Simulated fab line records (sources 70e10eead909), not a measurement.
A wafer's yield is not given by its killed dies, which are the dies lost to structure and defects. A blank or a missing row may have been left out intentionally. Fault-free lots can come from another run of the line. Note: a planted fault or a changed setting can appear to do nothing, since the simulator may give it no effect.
fab line records | flow nand_harc
[record] lots = 13 | wafers = 39 | last_day = 24
route steps=1159 shown A_CONTACT@910 THIN_TSV@1119 END@1159
lots with no fault: from the same line, run without faults
start_h: hours from the record's opening day to when the first of the lot's shown wafers began | wait_h: hours from the lot's prior step to this one | " repeats the value in the row above | L1.1+2: several wafers, shown together as one row | - no value, or no start was given | * or withheld: withheld | < > ~ a bound
route shown NAME@n: a module of which the file shows steps, and the number in the route of the first | usual: mean/standard deviation taken from wafers without a fault | same: alike in all rows | chamber/n: place in a boat | sites: per-site readings | _std_site: standard deviation of those values | _edge_site: mean of outer sites minus mean of inner sites | radius_mm: how far each site lies from the wafer's centre | mask NAME#n: copy n | behind: tool/chamber where the wafer was last shaped | hold: the reason the lot was held/the length of the hold in hours/how it ended | device: the transistor (n, p or np) that didn't switch | end of line: at the end of the route, the tests of the same wafers | step lacking rows: just its recipe | killed: dies that structure and defects cost at the first sort, which is not the same as the wafer's yield | map: a wafer's dies, x killed, . not, _ none there
set.NAME: the setting as run; set.NAME@STEP: as run at that earlier step | model.NAME: the simulator's own value behind a step, which no gauge read
a sample of lots followed through the steps of the route, with each step as a table and each wafer as a row
services: from which hour (start_h, from the record's first day; less than 0 if before it) a tool's chamber was out of use, for how many hours, and why
[[steps]]
[step NHARC_A_CONTACT_ETCH_130]
[recipe] source_w = withheld | pressure_mtorr = 20 | bias_v = 1200 | time_s = 155 | target_depth_a = 9560 | ar_flow_sccm = withheld | c4f8_flow_sccm = withheld | o2_flow_sccm = withheld | chemistry = C4F8/O2/Ar
lot.wafer | tool            | chamber | start_h | wait_h | rf_hours_counter_h
L352.2    | har_cap_etch-02 | 1       | 381.80  | 0.1    | 11
L352.3    | "               | 1       | "       | "      | -
L352.4    | "               | 0       | "       | "      | -
L353.1    | har_cap_etch-01 | 1       | 384.05  | 0.1    | 61
L353.2    | "               | 0       | "       | "      | 61
L353.4    | "               | 1       | "       | "      | -
L356.2    | har_cap_etch-02 | 1       | 393.91  | 0.1    | 14
L356.3    | "               | 0       | "       | "      | -
L356.6    | "               | 0       | "       | "      | -
L355.3    | har_cap_etch-01 | 1       | 400.92  | 0.1    | -
L355.6    | "               | 1       | "       | "      | -
L355.5    | "               | 0       | "       | "      | -
L354.2    | har_cap_etch-02 | 1       | 403.49  | 0.1    | 16
L354.3    | "               | 1       | "       | "      | -
L354.5    | "               | 0       | "       | "      | -
L359.3    | har_cap_etch-02 | 0       | 414.32  | 0.1    | -
L359.4    | "               | 1       | "       | "      | -
L359.6    | "               | 0       | "       | "      | -
L358.2    | har_cap_etch-03 | 0       | 422.99  | 0.2    | 92
L358.3    | "               | 1       | "       | "      | -
L358.5    | "               | 1       | "       | "      | -
L361.1    | har_cap_etch-02 | 1       | 435.82  | 0.1    | 21
L361.4    | "               | 1       | "       | "      | -
L361.5    | "               | 0       | "       | "      | -
L362.2    | har_cap_etch-02 | 1       | 444.75  | 0.1    | 23
L362.3    | "               | 1       | "       | "      | -
L362.6    | "               | 1       | "       | "      | -
L364.2    | har_cap_etch-02 | 1       | 449.92  | 0.1    | 25
L364.4    | "               | 0       | "       | "      | -
L364.3    | "               | 1       | "       | "      | -
L371.1    | har_cap_etch-01 | 0       | 479.70  | 0.1    | 79
L371.4    | "               | 0       | "       | "      | -
L371.6    | "               | 1       | "       | "      | -
L370.1    | har_cap_etch-03 | 0       | 486.31  | 0.1    | 103
L370.6    | "               | 0       | "       | "      | -
L370.5    | "               | 1       | "       | "      | -
L374.2    | har_cap_etch-03 | 1       | 517.45  | 0.1    | 107
L374.3    | "               | 0       | "       | "      | -
L374.5    | "               | 1       | "       | "      | -
[step NHARC_THIN_TSV_ETCH_44]
[recipe] target_depth_a = 15942 | time_s = 797.1 | cf4_flow_sccm = 150 | o2_flow_sccm = 10 | ar_flow_sccm = 0 | rf_w = 300 | bias_w = 800 | chemistry = CF4/O2
[usual] drypump_motor_current_A = 5.5/0.37 | o2_flow_sccm = 9.999/0.027 | oes_product_au = 1.000/0.014 | rf_vpp_V = 795/4 | showerhead_plenum_p_Torr = 1.84/0.065 | throttle_valve_pct = 16.915/0.0081
lot.wafer | tool        | chamber | start_h | wait_h | drypump_motor_current_A | o2_flow_sccm | oes_product_au | rf_hours_counter_h | rf_vpp_V | showerhead_plenum_p_Torr | throttle_valve_pct
L352.2    | rie_diel-01 | 3       | 434.79  | 0.1    | 5.9                     | 9.966        | 1.011          | 9                  | 799      | 1.90                     | 16.911
L352.3    | "           | 1       | "       | "      | 6.2                     | 10.018       | 0.999          | 9                  | 794      | 1.84                     | 16.903
L352.4    | "           | 2       | "       | "      | 5.2                     | 10.030       | 1.015          | 10                 | 802      | 1.96                     | 16.905
L353.4    | rie_diel-01 | 0       | 437.31  | 0.1    | 6.0                     | 9.989        | 0.999          | 7                  | 789      | 1.73                     | 16.918
L353.2    | "           | 1       | "       | "      | 6.3                     | 9.946        | 1.000          | 10                 | 795      | 1.84                     | 16.921
L353.1    | "           | 2       | "       | "      | 5.2                     | 10.014       | 1.014          | 10                 | 802      | 1.96                     | 16.908
L356.2    | rie_diel-01 | 3       | 438.29  | 0.1    | 5.8                     | 9.970        | 1.019          | 9                  | 799      | 1.90                     | 16.910
L356.3    | "           | 2       | "       | "      | 5.2                     | 10.026       | 1.009          | 11                 | 802      | 1.96                     | 16.916
L356.6    | "           | 0       | "       | "      | 6.0                     | 9.963        | 0.984          | -                  | 788      | 1.73                     | 16.921
L355.3    | rie_diel-07 | 1       | 442.95  | 0.2    | 5.3                     | 10.009       | 0.998          | 3                  | 790      | 1.78                     | 16.906
L355.5    | "           | 2       | "       | "      | 5.3                     | 10.015       | 0.990          | -                  | 798      | 1.87                     | 16.912
L355.6    | "           | 3       | "       | "      | 5.3                     | 9.989        | 1.003          | -                  | 793      | 1.82                     | 16.902
L354.3    | rie_diel-07 | 0       | 444.22  | 0.1    | 5.5                     | 9.969        | 0.993          | 3                  | 795      | 1.83                     | 16.927
L354.2    | "           | 1       | "       | "      | 5.3                     | 9.987        | 0.999          | 3                  | 791      | 1.78                     | 16.910
L354.5    | "           | 0       | "       | "      | 5.5                     | 9.919        | 0.995          | -                  | 794      | 1.83                     | 16.917
L359.4    | rie_diel-07 | 1       | 455.19  | 0.1    | 5.3                     | 9.995        | 1.004          | 4                  | 791      | 1.77                     | 16.911
L359.3    | "           | 0       | "       | "      | 5.5                     | 9.993        | 1.002          | 4                  | 796      | 1.83                     | 16.902
L359.6    | "           | 1       | "       | "      | 5.3                     | 9.995        | 1.000          | -                  | 791      | 1.77                     | 16.912
L358.3    | rie_diel-07 | 3       | 467.29  | 0.1    | 5.3                     | 10.023       | 1.002          | 6                  | 794      | 1.82                     | 16.913
L358.2    | "           | 1       | "       | "      | 5.3                     | 9.951        | 0.980          | 6                  | 791      | 1.77                     | 16.924
L358.5    | "           | 0       | "       | "      | 5.5                     | 9.976        | 0.982          | -                  | 794      | 1.83                     | 16.913
L361.1    | rie_diel-07 | 1       | 474.49  | 0.1    | 5.3                     | 10.021       | 1.001          | 6                  | 790      | 1.77                     | 16.914
L361.4    | "           | 2       | "       | "      | 5.3                     | 9.998        | 0.984          | 7                  | 795      | 1.87                     | 16.908
L361.5    | "           | 1       | "       | "      | 5.3                     | 10.080       | 0.989          | -                  | 791      | 1.77                     | 16.912
L362.3    | rie_diel-07 | 1       | 490.93  | 0.1    | 5.3                     | 9.980        | 0.999          | 8                  | 794      | 1.77                     | 16.927
L362.2    | "           | 2       | "       | "      | 5.3                     | 10.031       | 0.999          | 8                  | 797      | 1.87                     | 16.911
L362.6    | "           | 1       | "       | "      | 5.3                     | 9.958        | 0.995          | -                  | 790      | 1.77                     | 16.926
L364.4    | rie_diel-08 | 3       | 492.22  | 0.1    | 5.1                     | 10.000       | 0.980          | 0                  | 786      | 1.73                     | 16.901
L364.3    | "           | 0       | "       | "      | 5.8                     | 10.004       | 1.002          | 0                  | 795      | 1.85                     | 16.926
L364.2    | "           | 2       | "       | "      | 4.8                     | 9.990        | 1.036          | 0                  | 797      | 1.90                     | 16.906
L370.1    | rie_diel-07 | 0       | 534.66  | 0.2    | 5.5                     | 10.009       | 0.983          | 14                 | 795      | 1.83                     | 16.906
L370.5    | "           | 2       | "       | "      | 5.3                     | 10.012       | 0.995          | -                  | 797      | 1.87                     | 16.911
L370.6    | "           | 3       | "       | "      | 5.3                     | 9.996        | 1.005          | -                  | 794      | 1.82                     | 16.915
L371.1    | rie_diel-01 | 2       | 535.54  | 0.1    | 5.2                     | 10.006       | 0.998          | 2                  | 801      | 1.96                     | 16.913
L371.4    | "           | 0       | "       | "      | 6.0                     | 10.013       | 1.008          | 2                  | 789      | 1.73                     | 16.917
L371.6    | "           | 2       | "       | "      | 5.2                     | 9.990        | 1.001          | -                  | 800      | 1.96                     | 16.915
L374.3    | rie_diel-07 | 3       | 559.57  | 0.2    | 5.3                     | 9.992        | 1.003          | 15                 | 794      | 1.82                     | 16.915
L374.2    | "           | 0       | "       | "      | 5.5                     | 9.965        | 0.984          | 17                 | 795      | 1.83                     | 16.914
L374.5    | "           | 1       | "       | "      | 5.3                     | 9.998        | 0.987          | -                  | 792      | 1.77                     | 16.921
[step NHARC_THIN_TSV_ANNEAL_52]
[recipe] temp_c = 225 | time_s = 90
[usual] anneal_temp_c_max = 225.9/0.33 | wafer_temp_C_max = 225.90/0.23
lot.wafer | tool          | chamber | start_h | wait_h | anneal_temp_c_max | wafer_temp_C_max
L352.2    | rtp_anneal-02 | 0       | 438.61  | 0.6    | 226.5             | 226.32
L352.3    | "             | 0       | "       | "      | 226.1             | 226.29
L352.4    | "             | 0       | "       | "      | 226.3             | 226.12
L353.1    | rtp_anneal-01 | 0       | 441.06  | 0.7    | 225.7             | 225.69
L353.2    | "             | 0       | "       | "      | 225.8             | 226.06
L353.4    | "             | 0       | "       | "      | 225.7             | 225.87
L356.2    | rtp_anneal-01 | 0       | 442.13  | 0.7    | 225.8             | 225.76
L356.3    | "             | 0       | "       | "      | 226.0             | 225.68
L356.6    | "             | 0       | "       | "      | 225.6             | 225.58
L355.3    | rtp_anneal-02 | 0       | 446.65  | 0.4    | 226.3             | 225.85
L355.5    | "             | 0       | "       | "      | 225.7             | 225.91
L355.6    | "             | 0       | "       | "      | 226.5             | 226.23
L354.2    | rtp_anneal-01 | 0       | 447.99  | 0.6    | 225.7             | 225.76
L354.3    | "             | 0       | "       | "      | 225.9             | 226.25
L354.5    | "             | 0       | "       | "      | 225.7             | 226.34
L359.3    | rtp_anneal-01 | 0       | 460.11  | 0.6    | 225.6             | 225.87
L359.4    | "             | 0       | "       | "      | 225.6             | 226.04
L359.6    | "             | 0       | "       | "      | 225.5             | 225.69
L358.2    | rtp_anneal-02 | 0       | 471.11  | 0.6    | 226.1             | 225.78
L358.3    | "             | 0       | "       | "      | 227.0             | 225.80
L358.5    | "             | 0       | "       | "      | 226.2             | 225.75
L361.1    | rtp_anneal-01 | 0       | 478.21  | 0.6    | 225.9             | 226.19
L361.4    | "             | 0       | "       | "      | 225.8             | 226.13
L361.5    | "             | 0       | "       | "      | 225.8             | 226.27
L362.2    | rtp_anneal-01 | 0       | 494.92  | 0.6    | 225.7             | 225.95
L362.3    | "             | 0       | "       | "      | 225.3             | 225.93
L362.6    | "             | 0       | "       | "      | 225.6             | 225.84
L364.2    | rtp_anneal-02 | 0       | 496.25  | 0.7    | 226.2             | 225.76
L364.3    | "             | 0       | "       | "      | 226.3             | 225.81
L364.4    | "             | 0       | "       | "      | 225.8             | 226.26
L370.1    | rtp_anneal-01 | 0       | 538.95  | 0.5    | 225.6             | 225.97
L370.5    | "             | 0       | "       | "      | 226.1             | 225.95
L370.6    | "             | 0       | "       | "      | 225.7             | 226.14
L371.1    | rtp_anneal-01 | 0       | 539.86  | 0.5    | 225.7             | 225.97
L371.4    | "             | 0       | "       | "      | 225.6             | 226.13
L371.6    | "             | 0       | "       | "      | 225.7             | 225.44
L374.2    | rtp_anneal-01 | 0       | 563.32  | 0.7    | 225.7             | 225.42
L374.3    | "             | 0       | "       | "      | 225.8             | 225.64
L374.5    | "             | 0       | "       | "      | 225.5             | 225.63
[step NHARC_THIN_TSV_DEGAS_53]
[recipe] temp_c = 300 | time_s = 60
[usual] heater_power_w = 448/32 | susceptor_temp_C = 299.94/0.21
lot.wafer | tool           | chamber | start_h | wait_h | heater_power_w | susceptor_temp_C
L352.2    | pvd_sputter-01 | -       | 439.37  | 0.1    | 389            | -
L352.3    | "              | -       | "       | "      | 507            | -
L352.4    | "              | -       | "       | "      | 469            | -
L353.2    | pvd_sputter-01 | -       | 441.87  | 0.1    | 505            | 299.91
L353.4    | "              | -       | "       | "      | 460            | 299.98
L353.1    | "              | -       | "       | "      | 486            | 300.01
L356.2    | pvd_sputter-02 | -       | 442.87  | 0.1    | 463            | 300.10
L356.3    | "              | -       | "       | "      | 437            | 300.23
L356.6    | "              | -       | "       | "      | 464            | 300.12
L355.3    | pvd_sputter-03 | -       | 447.37  | 0.1    | 471            | -
L355.6    | "              | -       | "       | "      | 495            | -
L355.5    | "              | -       | "       | "      | 483            | -
L354.2    | pvd_sputter-02 | -       | 448.74  | 0.1    | 403            | 300.32
L354.3    | "              | -       | "       | "      | 449            | 300.02
L354.5    | "              | -       | "       | "      | 411            | 299.63
L359.4    | pvd_sputter-01 | -       | 460.93  | 0.2    | 398            | 299.75
L359.3    | "              | -       | "       | "      | 464            | 300.05
L359.6    | "              | -       | "       | "      | 480            | 299.95
L358.2    | pvd_sputter-02 | -       | 471.86  | 0.1    | 437            | -
L358.3    | "              | -       | "       | "      | 434            | -
L358.5    | "              | -       | "       | "      | 436            | -
L361.1    | pvd_sputter-02 | -       | 479.01  | 0.1    | 465            | 300.05
L361.4    | "              | -       | "       | "      | 447            | 299.97
L361.5    | "              | -       | "       | "      | 439            | 299.73
L362.2    | pvd_sputter-02 | -       | 495.69  | 0.1    | 433            | 299.76
L362.3    | "              | -       | "       | "      | 462            | 299.90
L362.6    | "              | -       | "       | "      | 412            | 300.23
L364.4    | pvd_sputter-02 | -       | 497.01  | 0.1    | 476            | 299.74
L364.2    | "              | -       | "       | "      | 440            | 299.40
L364.3    | "              | -       | "       | "      | 438            | 299.98
L370.1    | pvd_sputter-01 | -       | 539.80  | 0.1    | 474            | 300.15
L370.6    | "              | -       | "       | "      | 465            | 299.87
L370.5    | "              | -       | "       | "      | 417            | 299.70
L371.4    | pvd_sputter-02 | -       | 540.67  | 0.1    | 425            | 299.84
L371.1    | "              | -       | "       | "      | 452            | 299.94
L371.6    | "              | -       | "       | "      | 442            | 299.65
L374.3    | pvd_sputter-01 | -       | 564.09  | 0.1    | 490            | 300.21
L374.2    | "              | -       | "       | "      | 471            | 299.80
L374.5    | "              | -       | "       | "      | 481            | 299.85
[step NHARC_END_SORT_01]
[recipe] temp_c = 25
[usual] killed_at_array = 24/8.4 | killed_at_other = 0.7/1.1 | killed_at_periphery = 2.9/1.7 | killed_dies = 27/8.6 | killed_open = 3.3/1.8 | killed_short = 1.8/1.4
[same] gross_dies = 677
lot.wafer | tool      | chamber | start_h | wait_h | killed_at_array | killed_at_other | killed_at_periphery | killed_dies | killed_open | killed_short
L362.2    | prober-02 | 0       | 508.69  | 2.8    | 90              | 1               | 4                   | 95          | 3           | 0
L362.3    | prober-02 | 0       | 509.49  | 3.1    | 98              | 0               | 3                   | 101         | 1           | 0
L362.6    | prober-02 | 0       | 511.89  | 4.0    | 95              | 0               | 2                   | 97          | 4           | 0
L364.2    | prober-01 | 0       | 508.73  | 2.8    | 104             | 2               | 1                   | 107         | 1           | 4
L364.3    | prober-01 | 0       | 509.52  | 3.1    | 85              | 0               | 2                   | 87          | 2           | 0
L364.4    | prober-01 | 0       | 510.31  | 3.4    | 26              | 1               | 4                   | 31          | 4           | 1
// killed by level:class
L362.2 A_CONTACT:unspecified=74 A_SLIT:chamber_film_flake=5 A_CONTACT:chamber_film_flake=4 A_CHANNEL_HOLE_D1:chamber_film_flake=3 P_GATE:chamber_film_flake=2 P_M2:chamber_film_flake=2 A_CHANNEL_FILL_D1:chamber_film_flake=2 A_WL_FILL:geometric_particle:open=1
L364.2 A_CONTACT:unspecified=75 A_CHANNEL_HOLE_D1:chamber_film_flake=14 A_CONTACT:chamber_film_flake=7 A_WL_FILL:chamber_film_flake=2 THIN_TSV:chamber_film_flake=2 P_STI:geometric_particle:short=1 A_CHANNEL_FILL_D1:geometric_particle:short=1 A_WL_FILL:geometric_particle:short=1
L362.3 A_CONTACT:unspecified=78 A_SLIT:chamber_film_flake=9 A_CONTACT:chamber_film_flake=4 A_CHANNEL_HOLE_D1:chamber_film_flake=3 A_CHANNEL_FILL_D1:chamber_film_flake=2 A_STAIRCASE:chamber_film_flake=2 P_CONTACT:geometric_particle:open=1 P_STI:chamber_film_flake=1
L364.3 A_CONTACT:unspecified=75 A_CHANNEL_HOLE_D1:chamber_film_flake=2 A_CHANNEL_FILL_D1:chamber_film_flake=2 A_CONTACT:chamber_film_flake=2 P_M2:geometric_particle:open=1 A_CHANNEL_FILL_D1:geometric_particle:open=1 P_STI:chamber_film_flake=1 A_ZERO_WELL:chamber_film_flake=1
L364.4 A_CHANNEL_HOLE_D1:chamber_film_flake=16 P_ZERO_WELL:chamber_film_flake=2 A_CONTACT:chamber_film_flake=2 P_GATE:geometric_particle:open=1 A_ONON_D1:geometric_particle:open=1 A_ONON_D1:geometric_particle:short=1 A_SGD_CUT:geometric_particle:open=1 A_CONTACT:geometric_particle:open=1
L362.6 A_CONTACT:unspecified=76 A_SLIT:chamber_film_flake=7 A_CONTACT:chamber_film_flake=4 A_CHANNEL_HOLE_D1:geometric_particle:open=2 A_CHANNEL_HOLE_D1:chamber_film_flake=2 A_STAIRCASE:chamber_film_flake=2 A_BLC:geometric_particle:open=1 A_M1:geometric_particle:open=1
[[services]]
tool            | chamber | start_h | hours | kind
rie_diel-07     | 0       | 359.95  | -     | clean
har_cap_etch-01 | -       | 363.27  | 0.3   | repair
rie_diel-08     | 1       | 380.65  | 17.5  | repair
pvd_sputter-01  | -       | 380.71  | 3.7   | repair
rie_diel-08     | 0       | 380.84  | 11.5  | repair
pvd_sputter-03  | -       | 382.27  | 1.8   | repair
pvd_sputter-02  | -       | 392.01  | 10.0  | pm
rie_diel-07     | -       | 405.20  | 9.0   | pm
rie_diel-08     | 2       | 450.55  | 1.4   | repair
pvd_sputter-03  | -       | 458.05  | 10.0  | pm
har_cap_etch-03 | -       | 471.93  | 0.8   | repair
pvd_sputter-03  | -       | 472.53  | 13.3  | repair
rie_diel-08     | -       | 478.80  | 9.0   | pm
rie_diel-07     | 3       | 482.81  | 18.6  | repair
pvd_sputter-02  | -       | 483.82  | 3.7   | repair
rie_diel-01     | -       | 491.87  | 9.0   | pm
pvd_sputter-03  | -       | 508.08  | 69.7  | repair
pvd_sputter-02  | -       | 510.73  | 4.9   | repair
pvd_sputter-01  | -       | 514.06  | 10.0  | pm
har_cap_etch-01 | -       | 538.84  | 1.1   | repair
har_cap_etch-03 | -       | 545.00  | 17.0  | pm
rie_diel-07     | 1       | 553.52  | 4.3   | repair
rie_diel-01     | 1       | 554.89  | 15.0  | repair
har_cap_etch-02 | -       | 560.72  | 0.3   | repair
[[key]]
[first_sign] step = NHARC_END_SORT_01 | reading = killed_at_array | direction = up | sigmas = 8.4 | usual = 24 | struck = 94
[effect] step = NHARC_END_SORT_01 | reading = killed_dies | direction = up | sigmas = 8.2 | usual = 27 | struck = 97
[more_kills_born_at] NHARC_A_CONTACT_ETCH_130@har_cap_etch-02 = 377
met_at NHARC_A_CONTACT_ETCH_130
struck_lots L362,L364
struck_wafers L362.2,L362.3,L362.6,L364.2,L364.3
tester_left_out L362,L364
not_acting_at NHARC_THIN_TSV_ETCH_44,NHARC_THIN_TSV_ANNEAL_52,NHARC_THIN_TSV_DEGAS_53
onset_between 435.82 444.75
[fault] kind = chamber_particle_source | tool = har_cap_etch-02 | chamber = 1 | onset_h = 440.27 | steps = NHARC_A_CONTACT_ETCH_130 | rate_per_visit_cm2 = 0.53659 | end_h = 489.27
// tester_left_out: of these lots the tester's yield and bins aren't shown, on N5 and GAA mostly nor the transistor test; their killed dies are dies lost to structure and defects alone, not to doping, threshold or leakage, so they don't give the yield
